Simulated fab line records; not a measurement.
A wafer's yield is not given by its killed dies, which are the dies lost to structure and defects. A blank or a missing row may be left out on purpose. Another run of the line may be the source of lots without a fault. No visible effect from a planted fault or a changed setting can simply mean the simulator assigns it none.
fab line records -- flow nand_harc
[record] lots = 12, wafers = 36, last_day = 24
route steps=1159 shown A_CONTACT@921 END@1159
lots with no fault: from the same line, run without faults
start_h: the number of hours between the record's first day and the start of the first shown wafer of the lot -- wait_h: hours since the lot's step before -- " as in the row above -- L1.1+2: a single row standing in for several wafers -- - no value, or no start given -- * or withheld: withheld -- < > ~ a bound
route shown NAME@n: NAME is a module with steps in the file, n the number in the route of the first one -- usual: mean and standard deviation over wafers with no fault -- same: alike in all rows -- chamber/n: place in a boat -- sites: each site's reading -- _std_site: the standard deviation of these -- _edge_site: the outer-site mean with the inner-site mean subtracted -- radius_mm: for every site, how far away it sits from the centre of the wafer -- mask NAME#n: copy n -- behind: the tool/chamber that last shaped the wafer -- hold: why the lot went on hold/how many hours it stayed there/how the hold came to an end -- device: the transistor (n, p or np) that didn't switch -- end of line: tests run on the same wafers once the route is complete -- a step given without rows: its recipe and nothing more -- killed: dies that structure and defects cost at the first sort, which is not the same as the wafer's yield -- map: a wafer's dies, marking killed ones x, the rest . and places with no die _
set.NAME: the setting the step ran with; set.NAME@STEP: the setting that earlier step ran with -- model.NAME: the simulator's own value behind a step, which no gauge read
one table for each step of the route and one row for each wafer, over a sample of lots
services: when a tool's chamber went out of use (start_h, in hours from the record's first day, below 0 if earlier), for how many hours, and the reason
[[steps]]
[step NHARC_A_CONTACT_STRIP_82]
[recipe] o2_flow_sccm = 500, ar_flow_sccm = 0, bias_w = 0, chemistry = O2
[usual] drypump_motor_current_A = 5.6/0.4, oes_product_au = 0.996/0.015, rf_vpp_V = 57.6/0.82, showerhead_plenum_p_Torr = 3.50/0.14, throttle_valve_pct = 17.035/0.0086
lot.wafer,tool,chamber,start_h,wait_h,drypump_motor_current_A,oes_product_au,rf_hours_counter_h,rf_vpp_V,showerhead_plenum_p_Torr,throttle_valve_pct
L478.4,rie_diel-01,2,-,-,6.1,1.016,17,56.9,3.58,17.026
L478.3,rie_diel-01,3,-,-,5.0,1.003,22,57.0,3.33,17.021
L478.1,rie_diel-01,0,-,-,5.8,0.993,21,57.2,3.60,17.030
L477.1,rie_diel-03,1,-,-,5.4,0.964,26,58.6,3.61,17.023
L477.5,rie_diel-03,2,-,-,6.2,0.987,-,57.0,3.29,17.037
L477.6,rie_diel-03,3,-,-,5.8,0.972,-,59.5,3.35,17.038
L480.1,rie_diel-03,3,-,-,5.8,0.983,33,57.5,3.35,17.049
L480.6,rie_diel-03,1,-,-,5.4,0.989,-,59.8,3.60,17.038
L480.5,rie_diel-03,2,-,-,6.2,1.007,-,56.8,3.29,17.027
L481.3,rie_diel-04,2,-,-,5.4,1.004,45,56.3,3.44,17.031
L481.4,rie_diel-04,0,-,-,5.0,1.009,42,58.5,3.68,17.037
L481.6,rie_diel-04,1,-,-,5.9,1.021,-,57.5,3.55,17.042
L486.2,rie_diel-01,1,-,-,5.3,0.990,40,58.9,3.75,17.026
L486.3,rie_diel-01,2,-,-,6.2,1.007,35,58.0,3.57,17.040
L486.6,rie_diel-01,1,-,-,5.4,0.997,-,58.3,3.75,17.036
L485.3,rie_diel-03,1,-,-,5.4,0.991,7,57.1,3.60,17.033
L485.1,rie_diel-03,2,-,-,6.2,1.011,7,57.4,3.29,17.035
L485.5,rie_diel-03,3,-,-,5.8,0.963,-,56.5,3.35,17.027
L487.3,rie_diel-04,2,-,-,5.4,1.005,56,56.4,3.44,17.032
L487.4,rie_diel-04,0,-,-,5.0,1.006,55,58.8,3.67,17.031
L487.6,rie_diel-04,3,-,-,5.6,0.989,-,58.6,3.53,17.023
L488.3,rie_diel-01,0,-,-,5.8,0.996,44,58.8,3.59,17.045
L488.5,rie_diel-01,1,-,-,5.3,1.016,-,57.6,3.75,17.025
L488.6,rie_diel-01,2,-,-,6.1,1.016,-,57.9,3.56,17.036
L490.3,rie_diel-03,1,-,-,5.4,0.978,11,58.3,3.60,17.031
L490.6,rie_diel-03,2,-,-,6.2,1.007,-,57.2,3.29,17.038
L490.5,rie_diel-03,3,-,-,5.8,0.965,-,55.5,3.35,17.019
L492.4,rie_diel-01,3,-,-,5.0,0.994,54,57.8,3.31,17.040
L492.1,rie_diel-01,1,-,-,5.3,1.008,55,58.7,3.74,17.017
L492.5,rie_diel-01,0,-,-,5.8,0.979,-,57.8,3.59,17.045
L497.4,rie_diel-03,2,-,-,6.2,1.018,21,57.5,3.28,17.040
L497.5,rie_diel-03,3,-,-,5.8,0.982,-,57.5,3.34,17.020
L497.6,rie_diel-03,0,-,-,5.1,0.988,-,58.2,3.43,17.025
L500.3,rie_diel-01,0,-,-,5.8,0.976,6,59.6,3.58,17.033
L500.4,rie_diel-01,2,-,-,6.2,1.019,6,57.6,3.55,17.035
L500.5,rie_diel-01,0,-,-,5.8,0.973,-,57.8,3.58,17.038
[step NHARC_A_CONTACT_CD_MEAS_08]
[recipe] target_cd_nm = 100, landing_energy_ev = 500
[usual] cd_nm = 100.0/0.76
lot.wafer,tool,chamber,start_h,wait_h,cd_nm
L478.1,cd_sem-03,0,378.59,-,100.4
L478.3,cd_sem-03,0,378.59,-,99.5
L478.4,cd_sem-03,0,378.59,-,99.8
L477.1,cd_sem-02,0,380.81,-,99.8
L477.5,cd_sem-02,0,380.81,-,99.1
L477.6,cd_sem-02,0,380.81,-,100.1
L480.1,cd_sem-01,0,389.82,-,99.5
L480.5,cd_sem-01,0,389.82,-,99.9
L480.6,cd_sem-01,0,389.82,-,99.9
L481.3,cd_sem-02,0,407.66,-,99.0
L481.4,cd_sem-02,0,407.66,-,99.7
L481.6,cd_sem-02,0,407.66,-,100.4
L486.2,cd_sem-01,0,432.08,-,100.6
L486.3,cd_sem-01,0,432.08,-,100.5
L486.6,cd_sem-01,0,432.08,-,100.4
L485.1,cd_sem-02,0,433.48,-,99.4
L485.3,cd_sem-02,0,433.48,-,100.0
L485.5,cd_sem-02,0,433.48,-,100.2
L487.3,cd_sem-01,0,442.62,-,100.0
L487.4,cd_sem-01,0,442.62,-,99.3
L487.6,cd_sem-01,0,442.62,-,99.4
L488.3,cd_sem-02,0,452.26,-,99.7
L488.5,cd_sem-02,0,452.26,-,99.6
L488.6,cd_sem-02,0,452.26,-,100.4
L490.3,cd_sem-03,0,454.55,-,101.4
L490.5,cd_sem-03,0,454.55,-,100.9
L490.6,cd_sem-03,0,454.55,-,101.0
L492.1,cd_sem-01,0,477.11,-,99.8
L492.4,cd_sem-01,0,477.11,-,99.1
L492.5,cd_sem-01,0,477.11,-,99.3
L497.4,cd_sem-02,0,508.28,-,99.0
L497.5,cd_sem-02,0,508.28,-,99.9
L497.6,cd_sem-02,0,508.28,-,100.1
L500.3,cd_sem-01,0,520.70,-,101.2
L500.4,cd_sem-01,0,520.70,-,100.4
L500.5,cd_sem-01,0,520.70,-,100.6
[step NHARC_A_CONTACT_ETCH_89]
[recipe] target_depth_a = 2600, over_etch_frac = 0.3, time_s = 475.3, ion_energy_ev = 200, n2_flow_sccm = 150, h2_flow_sccm = 150, ar_flow_sccm = 0, rf_w = 400, bias_w = 150, chemistry = N2/H2
[usual] drypump_motor_current_A = 5.6/0.4, oes_product_au = 0.995/0.015, rf_vpp_V = 429.6/2.5, showerhead_plenum_p_Torr = 2.01/0.083, throttle_valve_pct = 14.171/0.0097
[same] over_etch_frac = 0.3
lot.wafer,tool,chamber,start_h,wait_h,drypump_motor_current_A,oes_product_au,rf_hours_counter_h,rf_vpp_V,showerhead_plenum_p_Torr,throttle_valve_pct
L478.4,rie_diel-03,3,378.99,-,5.8,0.962,31,428.2,1.93,14.169
L478.3,rie_diel-03,0,378.99,-,5.1,1.000,29,429.6,1.99,14.160
L478.1,rie_diel-03,1,378.99,-,5.4,0.976,26,430.7,2.09,14.180
L477.1,rie_diel-03,1,381.18,-,5.4,0.976,27,431.7,2.09,14.152
L477.6,rie_diel-03,1,381.18,-,5.4,0.995,-,432.5,2.09,14.159
L477.5,rie_diel-03,2,381.18,-,6.2,0.998,-,425.3,1.89,14.178
L480.1,rie_diel-03,3,390.29,-,5.7,0.967,34,428.5,1.93,14.173
L480.5,rie_diel-03,0,390.29,-,5.1,1.006,-,428.7,1.99,14.173
L480.6,rie_diel-03,1,390.29,-,5.4,0.982,-,432.2,2.09,14.150
L481.4,rie_diel-04,3,408.05,-,5.6,0.990,42,431.4,2.05,14.172
L481.3,rie_diel-04,0,408.05,-,5.0,1.005,43,434.6,2.13,14.163
L481.6,rie_diel-04,2,408.05,-,5.4,0.995,-,428.5,1.99,14.162
L486.3,rie_diel-03,0,432.44,-,5.1,0.990,6,428.4,1.99,14.163
L486.2,rie_diel-03,3,432.44,-,5.8,0.961,7,428.3,1.93,14.178
L486.6,rie_diel-03,1,432.44,-,5.4,0.986,-,432.2,2.09,14.169
L485.3,rie_diel-04,2,433.91,-,5.4,0.998,54,427.5,1.98,14.166
L485.1,rie_diel-04,3,433.91,-,5.6,0.975,51,430.4,2.04,14.163
L485.5,rie_diel-04,0,433.91,-,5.0,1.006,-,433.5,2.13,14.169
L487.4,rie_diel-03,3,443.01,-,5.8,0.964,9,425.9,1.92,14.166
L487.3,rie_diel-03,1,443.01,-,5.4,0.988,9,430.5,2.09,14.173
L487.6,rie_diel-03,3,443.01,-,5.8,0.965,-,427.4,1.92,14.164
L488.3,rie_diel-03,3,452.67,-,5.8,0.980,11,426.9,1.92,14.182
L488.5,rie_diel-03,2,452.67,-,6.2,1.016,-,426.0,1.88,14.169
L488.6,rie_diel-03,3,452.67,-,5.8,0.969,-,425.9,1.92,14.189
L490.3,rie_diel-03,2,454.97,-,6.2,1.012,12,425.6,1.88,14.174
L490.6,rie_diel-03,0,454.97,-,5.1,1.012,-,428.3,1.98,14.162
L490.5,rie_diel-03,1,454.97,-,5.4,1.003,-,430.9,2.08,14.163
L492.4,rie_diel-03,2,477.51,-,6.2,1.011,15,426.8,1.88,14.181
L492.1,rie_diel-03,3,477.51,-,5.8,0.981,15,427.0,1.92,14.187
L492.5,rie_diel-03,2,477.51,-,6.2,1.026,-,424.8,1.88,14.156
L497.4,rie_diel-03,2,508.74,-,6.2,1.021,23,425.9,1.88,14.192
L497.5,rie_diel-03,3,508.74,-,5.8,0.972,-,426.9,1.92,14.171
L497.6,rie_diel-03,0,508.74,-,5.1,0.844,-,429.4,1.98,14.181
L500.3,rie_diel-03,0,521.06,-,5.1,0.837,25,427.7,1.98,14.174
L500.4,rie_diel-03,1,521.06,-,5.4,1.001,25,432.4,2.08,14.183
L500.5,rie_diel-03,0,521.06,-,5.1,0.846,-,428.7,1.98,14.177
[step NHARC_A_CONTACT_ETCH_31]
[recipe] target_depth_a = 20000, over_etch_frac = 0.3, time_s = 520, ion_energy_ev = 150, o2_flow_sccm = 400, cos_flow_sccm = 20, ar_flow_sccm = 0, rf_w = 500, bias_w = 300, chemistry = O2/COS
[usual] drypump_motor_current_A = 5.6/0.4, oes_product_au = 0.997/0.015, rf_vpp_V = 313.6/1.9, showerhead_plenum_p_Torr = 3.08/0.12, throttle_valve_pct = 28.331/0.0097
[same] over_etch_frac = 0.3
lot.wafer,tool,chamber,start_h,wait_h,drypump_motor_current_A,oes_product_au,rf_hours_counter_h,rf_vpp_V,showerhead_plenum_p_Torr,throttle_valve_pct
L478.4,rie_diel-03,1,-,-,5.4,0.991,27,315.0,3.19,28.339
L478.3,rie_diel-03,2,-,-,6.2,0.997,28,312.5,2.91,28.331
L478.1,rie_diel-03,3,-,-,5.8,0.969,32,311.4,2.96,28.326
L477.1,rie_diel-03,3,-,-,5.8,0.971,33,311.7,2.96,28.338
L477.5,rie_diel-03,1,-,-,5.4,0.984,-,317.6,3.19,28.315
L477.6,rie_diel-03,2,-,-,6.2,1.010,-,311.2,2.91,28.312
L480.1,rie_diel-03,0,-,-,5.1,0.998,32,313.0,3.05,28.331
L480.5,rie_diel-03,3,-,-,5.7,0.971,-,312.5,2.96,28.325
L480.6,rie_diel-03,0,-,-,5.1,0.994,-,312.9,3.05,28.330
L481.3,rie_diel-04,1,-,-,5.9,1.028,45,315.2,3.14,28.332
L481.4,rie_diel-04,3,-,-,5.6,0.980,42,315.1,3.13,28.323
L481.6,rie_diel-04,1,-,-,6.0,1.019,-,314.3,3.14,28.344
L486.3,rie_diel-03,0,-,-,5.1,0.998,7,313.4,3.05,28.348
L486.2,rie_diel-03,2,-,-,6.2,0.999,8,312.9,2.91,28.329
L486.6,rie_diel-03,3,-,-,5.8,0.959,-,311.2,2.96,28.316
L485.3,rie_diel-04,0,-,-,5.0,1.008,53,316.0,3.25,28.336
L485.1,rie_diel-04,2,-,-,5.4,1.001,54,313.5,3.04,28.341
L485.5,rie_diel-04,1,-,-,6.0,1.010,-,314.1,3.13,28.345
L487.4,rie_diel-03,1,-,-,5.4,0.990,9,315.2,3.19,28.315
L487.3,rie_diel-03,3,-,-,5.8,0.971,9,312.8,2.96,28.352
L487.6,rie_diel-03,1,-,-,5.4,0.990,-,314.5,3.19,28.337
L488.3,rie_diel-03,3,-,-,5.8,0.967,11,310.0,2.96,28.337
L488.5,rie_diel-03,3,-,-,5.8,0.979,-,311.7,2.96,28.329
L488.6,rie_diel-03,0,-,-,5.1,0.997,-,313.1,3.04,28.333
L490.3,rie_diel-03,2,-,-,6.2,1.019,12,311.3,2.90,28.345
L490.6,rie_diel-03,1,-,-,5.4,0.992,-,313.4,3.18,28.326
L490.5,rie_diel-03,2,-,-,6.2,1.024,-,312.5,2.90,28.319
L492.4,rie_diel-03,0,-,-,5.1,0.993,16,312.8,3.04,28.323
L492.1,rie_diel-03,1,-,-,5.4,0.987,16,313.7,3.18,28.342
L492.5,rie_diel-03,1,-,-,5.4,0.991,-,316.2,3.18,28.338
L497.4,rie_diel-03,3,-,-,5.7,0.986,22,312.0,2.95,28.325
L497.6,rie_diel-03,1,-,-,5.4,1.003,-,313.6,3.18,28.333
L497.5,rie_diel-03,2,-,-,6.2,1.009,-,310.2,2.90,28.329
L500.4,rie_diel-03,0,-,-,5.1,1.003,25,314.2,3.04,28.324
L500.3,rie_diel-03,3,-,-,5.7,0.990,23,312.2,2.95,28.342
L500.5,rie_diel-03,1,-,-,5.4,0.996,-,315.1,3.18,28.331
[step NHARC_END_SORT_01]
[recipe] temp_c = 25
[usual] killed_at_array = 31/11, killed_at_other = 0.5/0.78, killed_at_periphery = 3.0/2, killed_dies = 34/12, killed_open = 3.2/2, killed_short = 1.9/1.6
[same] gross_dies = 677
lot.wafer,tool,chamber,start_h,wait_h,killed_at_array,killed_at_other,killed_at_periphery,killed_dies,killed_open,killed_short
L497.4,prober-02,0,574.33,3.4,24,0,3,27,3,1
L497.5,prober-02,0,575.12,3.7,31,0,3,34,3,3
L497.6,prober-02,0,575.91,4.0,206,0,2,208,2,2
L500.3,prober-01,0,579.50,3.1,166,0,0,166,2,3
L500.4,prober-01,0,580.29,3.4,21,1,1,23,3,2
L500.5,prober-01,0,581.09,3.7,197,0,1,198,3,1
// killed by level:class
L497.4 A_CHANNEL_HOLE_D1:chamber_film_flake=7 A_SGD_CUT:chamber_film_flake=4 A_BLC:chamber_film_flake=3 A_M0:chamber_film_flake=3 P_GATE:chamber_film_flake=2 A_CONTACT:chamber_film_flake=2 P_BONDPAD:chamber_film_flake=1 A_ONON_D1:geometric_particle:open=1
L497.5 A_BLC:chamber_film_flake=9 A_CHANNEL_HOLE_D1:chamber_film_flake=8 A_CONTACT:chamber_film_flake=4 A_SGD_CUT:chamber_film_flake=3 A_WL_FILL:geometric_particle:short=2 A_M0:chamber_film_flake=2 P_CONTACT:geometric_particle:open=1 P_M0:geometric_particle:open=1
L497.6 A_CONTACT:area_etch=172 A_CHANNEL_HOLE_D1:chamber_film_flake=9 A_CONTACT:chamber_film_flake=8 A_M0:chamber_film_flake=6 A_BLC:chamber_film_flake=5 A_SGD_CUT:chamber_film_flake=2 P_CONTACT:geometric_particle:short=1 A_CHANNEL_FILL_D1:geometric_particle:short=1
L500.3 A_CONTACT:area_etch=144 A_CHANNEL_HOLE_D1:chamber_film_flake=11 A_CONTACT:chamber_film_flake=3 A_WL_FILL:chamber_film_flake=2 A_CHANNEL_HOLE_D1:geometric_particle:open=1 A_CHANNEL_FILL_D1:geometric_particle:short=1 A_WL_FILL:geometric_particle:short=1 A_BLC:geometric_particle:short=1
L500.4 A_CHANNEL_HOLE_D1:chamber_film_flake=12 A_CONTACT:chamber_film_flake=4 A_STAIRCASE:chamber_film_flake=2 P_STI:geometric_particle:open=1 A_ONON_D1:geometric_particle:short=1 A_CHANNEL_FILL_D1:geometric_particle:short=1 A_SGD_CUT:geometric_particle:open=1 STARTING-WAFER:geometric_particle:open=1
L500.5 A_CONTACT:area_etch=182 A_CHANNEL_HOLE_D1:chamber_film_flake=7 A_WL_FILL:chamber_film_flake=2 A_CONTACT:chamber_film_flake=2 P_CONTACT:geometric_particle:open=1 A_SGD_CUT:geometric_particle:short=1 A_SGD_CUT:geometric_particle:open=1 A_M1:geometric_particle:open=1
[[services]]
tool,chamber,start_h,hours,kind
rie_diel-03,-,360.97,0.3,repair
rie_diel-03,0,371.36,-,clean
rie_diel-03,1,371.36,-,clean
rie_diel-03,2,371.36,-,clean
rie_diel-03,3,371.36,-,clean
rie_diel-01,0,390.21,8.2,repair
rie_diel-03,-,392.33,9.0,pm
rie_diel-03,0,392.33,9.0,vent_cycle
rie_diel-03,1,392.33,9.0,vent_cycle
rie_diel-03,2,392.33,9.0,vent_cycle
rie_diel-03,3,392.33,9.0,vent_cycle
rie_diel-03,0,401.33,-,clean
rie_diel-03,1,401.33,-,clean
rie_diel-03,2,401.33,-,clean
rie_diel-03,3,401.33,-,clean
rie_diel-03,0,425.99,-,clean
rie_diel-03,1,425.99,-,clean
rie_diel-03,2,425.99,-,clean
rie_diel-03,3,425.99,-,clean
rie_diel-03,0,450.49,-,clean
rie_diel-03,1,450.49,-,clean
rie_diel-04,-,465.97,9.0,pm
rie_diel-03,3,487.55,4.3,repair
rie_diel-01,-,491.88,9.0,pm
[[key]]
[first_sign] step = NHARC_A_CONTACT_ETCH_89, reading = oes_product_au, direction = down, sigmas = 10, usual = 0.995, struck = 0.842
[effect] step = NHARC_END_SORT_01, reading = killed_at_array, direction = up, sigmas = 14, usual = 31, struck = 190
[more_kills_born_at] NHARC_A_CONTACT_ETCH_89@rie_diel-03 = 498
met_at NHARC_A_CONTACT_ETCH_89
struck_lots L497,L500
struck_wafers L497.6,L500.3,L500.5
tester_left_out L497,L500
not_acting_at NHARC_A_CONTACT_STRIP_82,NHARC_A_CONTACT_CD_MEAS_08,NHARC_A_CONTACT_ETCH_31
onset_between 454.97 508.74
[fault] kind = process_parameter_drift, tool = rie_diel-03, chamber = 0, onset_h = 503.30, steps = NHARC_A_CONTACT_ETCH_89, channel = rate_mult, offset = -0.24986, shape = step, end_h = 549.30
// tester_left_out: of these lots the tester's yield and bins aren't shown, on N5 and GAA mostly nor the transistor test; their killed dies are dies lost to structure and defects alone, not to doping, threshold or leakage, so they don't give the yield
